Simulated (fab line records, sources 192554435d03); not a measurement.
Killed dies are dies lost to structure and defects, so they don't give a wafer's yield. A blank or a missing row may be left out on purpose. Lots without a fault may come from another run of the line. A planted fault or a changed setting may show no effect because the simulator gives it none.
Split-lot experiment | flow n5_finfet | 7 lots, 21 wafers read, on a route of 1938 steps

THE SPLIT
At N5_BEOL_M1_COAT_05 (resist thk 30 nm), the setting spin_rpm was moved away from the recipe's 1500 rpm on 10 of the 21 wafers read, by -7.2% to +9.5%. The other wafers ran this setting at the recipe's value.

FROM THE SPLIT TO THE READING: what the file shows between them, 4 steps
- N5_BEOL_M1_EBR_07
- N5_BEOL_M1_SOFTBAKE_06: time 60 s
- N5_BEOL_M1_EXPOSE_08: exposes mask M1
- N5_BEOL_M1_PEB_09: peb time 60 s

THE READING
CAR-EUV_of_BEOL_M1_COAT_05.thk_nm (the simulator's own value, which no gauge read), in nm, at N5_BEOL_M1_DEVELOP_10 (develop time 30 s). The file gives no usual value for it. The 11 wafers here that ran the recipe average 29.5 nm, standard deviation 0.089 nm.

wafer  | tool, chamber at the split | spin_rpm as run, rpm | against the recipe | CAR-EUV_of_BEOL_M1_COAT_05.thk_nm, nm | against lot-mates on the recipe
L075.1 | litho_track-03, 0          | 1588                 | +5.9%              | 28.8                                  | -0.8
L075.6 | litho_track-03, 0          | 1588                 | +5.9%              | 28.8                                  | -0.8
L075.2 | litho_track-03, 0          | 1500                 | recipe             | 29.6                                  | -
L081.1 | litho_track-03, 0          | 1500                 | recipe             | 29.6                                  | -
L081.3 | litho_track-03, 0          | 1500                 | recipe             | 29.4                                  | -
L081.6 | litho_track-03, 0          | 1500                 | recipe             | 29.4                                  | -
L082.1 | litho_track-05, 0          | 1422                 | -5.2%              | 30.4                                  | +0.8
L082.3 | litho_track-05, 0          | 1422                 | -5.2%              | 30.4                                  | +0.8
L082.5 | litho_track-05, 0          | 1500                 | recipe             | 29.6                                  | -
L083.2 | litho_track-02, 0          | 1500                 | recipe             | 29.6                                  | -
L083.4 | litho_track-02, 0          | 1500                 | recipe             | 29.6                                  | -
L083.6 | litho_track-02, 0          | 1500                 | recipe             | 29.6                                  | -
L084.2 | litho_track-03, 0          | 1392                 | -7.2%              | 30.6                                  | +1.2
L084.5 | litho_track-03, 0          | 1392                 | -7.2%              | 30.6                                  | +1.2
L084.6 | litho_track-03, 0          | 1500                 | recipe             | 29.4                                  | -
L087.3 | litho_track-02, 0          | 1500                 | recipe             | 29.6                                  | -
L087.4 | litho_track-02, 0          | 1606                 | +7.1%              | 28.6                                  | -1.0
L087.5 | litho_track-02, 0          | 1606                 | +7.1%              | 28.6                                  | -1.0
L089.1 | litho_track-03, 0          | 1643                 | +9.5%              | 28.2                                  | -1.4
L089.6 | litho_track-03, 0          | 1643                 | +9.5%              | 28.2                                  | -1.4
L089.5 | litho_track-03, 0          | 1500                 | recipe             | 29.6                                  | -

THE FIT
A straight line over all 21 wafers: CAR-EUV_of_BEOL_M1_COAT_05.thk_nm changes by -0.143 nm for each +1% of spin_rpm; r = -0.99; the points scatter about the line by 0.08 nm.
The same after taking each lot's own level away (the mean of its wafers on the recipe; 21 wafers): -0.15 nm for each +1%; r = -1.00; scatter 0.056 nm.
On that fit, the largest move of spin_rpm shifts the reading by 1.4 nm.
The lots' own levels span 29.40 to 29.60 nm, that is 2.2 times the standard deviation above.
So the lot-to-lot level changes the slope little: the two slopes agree.
Check: with one of the wafers moved furthest among these (+9.5%) left out of the fit, the line predicts -1.4 nm for it against its lot-mates. It came out at -1.4 nm against them.

THE WHOLE CHAIN: every reading that the file lists as answering this split, in the file's order
step                  | what it does      | reading                                                                            | change (the file's fit)               | r (the file's)
N5_BEOL_M1_COAT_05    | resist thk 30 nm  | CAR-EUV_of_BEOL_M1_COAT_05.thk_nm (the simulator's own value, which no gauge read) | -0.157 nm for each +1% of the setting | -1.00
N5_BEOL_M1_DEVELOP_10 | develop time 30 s | CAR-EUV_of_BEOL_M1_COAT_05.thk_nm (the simulator's own value, which no gauge read) | -0.149 nm for each +1% of the setting | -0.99

THE FILE'S OWN FIT
CAR-EUV_of_BEOL_M1_COAT_05.thk_nm changes by -0.149 nm for each +1% of spin_rpm, r = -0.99.
